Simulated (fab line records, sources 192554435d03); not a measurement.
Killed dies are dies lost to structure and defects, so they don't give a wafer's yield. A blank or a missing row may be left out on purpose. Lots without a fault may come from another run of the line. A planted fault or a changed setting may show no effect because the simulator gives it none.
A struck lot beside a sound one | flow n5_finfet | 16 steps out of a route of 1938
Sound: wafers L367.3, L367.4, L367.6. Struck: wafers L378.4, L378.5, L378.6. The cause comes at the end.
At each step with rows: each side's tool, then ch and its chambers, then its first start. Under that, the readings that differ: sound wafers | struck wafers | difference of the means | sigmas: that difference in standard deviations of wafers without a fault.
alike: readings whose means differ by less than 2 such deviations, and words and numbers that are the same on both sides. not compared: withheld readings, readings that some wafer has no value for, bounds like >300 that may hide the same value, and numbers for which the record gives no deviation and whose values overlap.
The two part at a step that has a row with sigmas, a row that says differs or no value, or rows on one side only. Numbers that don't overlap but have no deviation are shown without sigmas and don't part them. A reading that every wafer of one side lacks parts them only if that side has two wafers or more.

N5_GATE_CUT_INSPECT_15: inspects for defects (brightfield).
  sound on defect_inspect-01, day 4 15:19; struck on defect_inspect-02, day 7 08:15
  alike: raw_defect_count
N5_GATE_CUT_DESCUM_18: chemistry O2, time 7 s.
  sound on rie_diel-04 ch 0,2, day 4 15:21; struck on rie_diel-06 ch 0,1,2, day 7 08:18
  alike: bias_power_w, drypump_motor_current_A, oes_product_au, rf_vpp_V, showerhead_plenum_p_Torr, throttle_valve_pct
  not compared: rf_hours_counter_h
then, 6 steps without rows for these wafers: N5_GATE_CUT_ETCH_28 (etches underlayer in N2/H2, target depth 13 nm, time 10.4 s); N5_GATE_CUT_ETCH_36 (etches SiARC in CF4, target depth 13 nm, time 21.7 s); N5_GATE_CUT_ETCH_37 (etches SOC in N2/H2, target depth 60 nm, overetch 12 nm, time 90 s); N5_GATE_CUT_STRIP_38 (strips in N2/H2); N5_GATE_CUT_STRIP_39 (strips in N2/H2); N5_GATE_CUT_HM_OPEN_40 (chemistry C4F6/O2, target SiO2, target depth 139 nm, time 85.1 s).
N5_GATE_CUT_STRIP_41: strips in CF4.
  sound on rie_diel-04 ch 0,2, day 4 15:34; struck on rie_diel-06 ch 0,1,2, day 7 08:31
  reading          | sound             | struck            | difference | sigmas
  bias_power_w (W) | 74.50 75.02 74.54 | 75.08 75.26 75.11 | +0.46      | +2
  alike: drypump_motor_current_A, oes_product_au, power_w, rf_vpp_V, showerhead_plenum_p_Torr, throttle_valve_pct
  not compared: rf_hours_counter_h
N5_GATE_CUT_STRIP_42: strips in O2.
  sound on rie_diel-04 ch 0,2, day 4 15:35; struck on rie_diel-06 ch 0,1,2, day 7 08:32
  alike: drypump_motor_current_A, oes_product_au, rf_vpp_V, showerhead_plenum_p_Torr, throttle_valve_pct
  not compared: rf_hours_counter_h
N5_GATE_CUT_ETCH_19: etches SiNx in CH3F/O2, target depth 53.7 nm, time 76.7 s.
  sound on rie_diel-04 ch 0,2, day 4 15:38; struck on rie_diel-06 ch 0,1,2, day 7 08:37
  reading      | sound       | struck      | difference | sigmas
  rf_vpp_V (V) | 294 294 294 | 303 301 302 | +8         | +2
  alike: drypump_motor_current_A, etch_rf_on_time_s, oes_product_au, rf_fwd_power_W, showerhead_plenum_p_Torr, throttle_valve_pct
  not compared: rf_hours_counter_h
then, 1 step without rows for these wafers: N5_GATE_CUT_CUT_ETCH_53 (etches W in SF6/Cl2, target depth 79.2 nm).
N5_GATE_CUT_CUT_ETCH_54: etches TiN in Cl2/BCl3, target depth 96.7 nm.
  sound on rie_metal-03 ch 0,1, day 4 15:49; struck on rie_metal-03 ch 0,1, day 7 08:45
  reading               | sound          | struck         | difference | sigmas
  etch_rf_on_time_s (s) | 36.7 36.7 36.1 | 29.9 29.8 30.1 | -6.6       | -11
  rf_fwd_power_W (W)    | 973 976 974    | 1213 1215 1217 | +241       | +62
  alike: drypump_motor_current_A, oes_product_au, throttle_valve_pct
  not compared: rf_hours_counter_h
N5_GATE_CUT_CUT_ETCH_55: etches HfO2 in BCl3, target depth 3.2 nm.
  sound on rie_metal-03 ch 0,1, day 4 15:52; struck on rie_metal-03 ch 0,1, day 7 08:48
  alike: drypump_motor_current_A, oes_product_au, rf_fwd_power_W, throttle_valve_pct
  not compared: rf_hours_counter_h
-- the record jumps here: 3 days lie between the struck wafers' starts before and after (it left off in module GATE_CUT and takes up again in module BEOL_M4, whose first step shown is number 1111 of the route) --
N5_BEOL_M4_RC_MEAS_101:
  sound on prober-02 ch 0, day 7 21:17; struck on prober-02 ch 0, day 10 16:26
  reading        | sound             | struck            | difference | sigmas
  IOFF_P (nA/um) | 0.195 0.224 0.207 | 0.288 0.275 0.271 | +0.069     | +2
  ION_P (uA/um)  | 460 465 462       | 475 478 476       | +14        | +2
  VT_P (mV)      | -250 -248 -252    | -242 -246 -242    | +7         | +2
  alike: DIBL_N, DIBL_P, IOFF_N, ION_N, SS_N, SS_P, VT_N
-- the record jumps here: 4 days lie between the struck wafers' starts before and after (it left off in module BEOL_M4 and takes up again in module PASSIVATION, whose first step shown is number 1936 of the route) --
N5_PASSIVATION_PROBE_49:
  sound on prober-02, day 12 00:53; struck on prober-02, day 14 23:13
  alike: defect_limited_yield, killed_at_M0_to_M3, killed_at_M4_up, killed_at_contacts, killed_at_front_end, killed_at_other, killed_dies, killed_open, killed_short, sort_bin_5_function, sort_bin_6_memory, sort_n_pass, sort_yield_pct

WHERE THEY PART
First at N5_GATE_CUT_STRIP_41; last, within this record, at N5_BEOL_M4_RC_MEAS_101. Later steps at which nothing parts them and some readings are alike: N5_PASSIVATION_PROBE_49.

WHY: what the simulator had put in
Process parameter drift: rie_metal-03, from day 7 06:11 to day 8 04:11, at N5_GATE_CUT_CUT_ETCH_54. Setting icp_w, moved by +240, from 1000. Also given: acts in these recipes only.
